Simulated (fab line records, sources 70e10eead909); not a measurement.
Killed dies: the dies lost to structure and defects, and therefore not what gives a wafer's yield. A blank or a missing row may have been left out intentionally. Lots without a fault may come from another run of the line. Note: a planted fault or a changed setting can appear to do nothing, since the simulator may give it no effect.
A single fault, viewed from 3 desks	flow nand harc	each desk has only its own numbers; what lay behind them comes last

## DESK OF THE TOOL OWNER: krf scanner-01
The tool's own readings at NHARC_P_ZERO_WELL_EXPOSE_49 (exposes mask P HVPW, target cd 2000 nm): means of the sampled wafers that have a number, for each lot that ran on this tool. Any lot whose mean is over 4 standard deviations away from the usual mean is out of limits and marked OUT; that distance is given in the brackets.
Columns: A = exposure dose mJ cm2 at NHARC_P_ZERO_WELL_EXPOSE_49, usual 22.640
lot	first seen here	A
L954	day 2 11:26	22.682
L956	day 2 23:36	22.608
L959	day 3 17:19	22.626
L964	day 4 23:43	22.639
L967	day 5 17:37	29.445 (+99 or more) OUT
L969	day 6 05:35	29.415 (+99 or more) OUT
This desk's finding: out of limits on L967, L969; first on L967, day 5 17:37 (exposure dose mJ cm2 at NHARC_P_ZERO_WELL_EXPOSE_49). L954, L956, L959, L964 stayed within limits.

## FROM THE METROLOGY DESK
What the gauges read for every lot (on any tool): the sampled wafers with a number, averaged. Any lot whose mean is over 4 standard deviations away from the usual mean is out of limits and marked OUT; that distance is given in the brackets.
Columns: A = cd nm at NHARC_P_ZERO_WELL_CD_MEAS_52, usual 2000.1 nm
lot	first seen here	A
L951	day 1 17:41	2000.3
L952	day 1 23:52	2001.2
L954	day 2 11:35	2002.2
L956	day 2 23:45	1996.9
L959	day 3 17:29	2000.8
L961	day 4 05:37	2000.5
L964	day 4 23:53	1999.2
L967	day 5 17:46	2043.8 (+29) OUT
L969	day 6 05:44	2045.2 (+30) OUT
L970	day 6 11:32	2000.9
L971	day 6 17:36	1999.1
L974	day 7 11:50	1998.8
This desk's finding: out of limits on L967, L969; first on L967, day 5 17:46 (cd nm at NHARC_P_ZERO_WELL_CD_MEAS_52). L951, L952, L954, L956, L959, L961, L964, L970, L971, L974 stayed within limits.

## THE DEFECT DESK
What the inspections along the route counted, lot by lot: means of the sampled wafers that have a number. Any lot whose mean is over 4 standard deviations away from the usual mean is out of limits and marked OUT; that distance is given in the brackets.
Columns: A = raw defect count at NHARC_P_STI_INSPECT_25, usual 192
lot	first seen here	A
L952	day 5 07:05	129
L951	day 5 07:06	288
L954	day 5 07:06	190
L956	day 5 10:55	200
L959	day 5 10:55	155
L961	day 6 06:26	142
L964	day 6 22:33	254
L967	day 7 16:39	247
L969	day 8 00:47	193
L970	day 8 11:36	129
L971	day 8 17:46	104
L974	day 9 04:47	180
This desk's verdict: no lot among the 12 shows anything out of limits.

## TAKEN TOGETHER
An alarm could have come from the tool owner's desk at day 5 17:37, on L967, L969.
Metrology desk: alarm possible at day 5 17:46 on L967, L969.
No out-of-limits result turned up at the defect desk.
The defect desk has L967, L969 on record, within its limits.
Of the lots named, all ran NHARC_P_ZERO_WELL_EXPOSE_49 on krf scanner-01.

## WHAT THE SIMULATOR HAD PUT IN
Process parameter drift: krf scanner-01, from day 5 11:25 on, at NHARC_P_ZERO_WELL_EXPOSE_49. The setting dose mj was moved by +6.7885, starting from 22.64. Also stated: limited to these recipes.
Shown lots that were struck: L967, L969.
Time in hours from fault onset to the first out-of-limits reading at each desk: tool owner's desk 6, metrology desk 6.
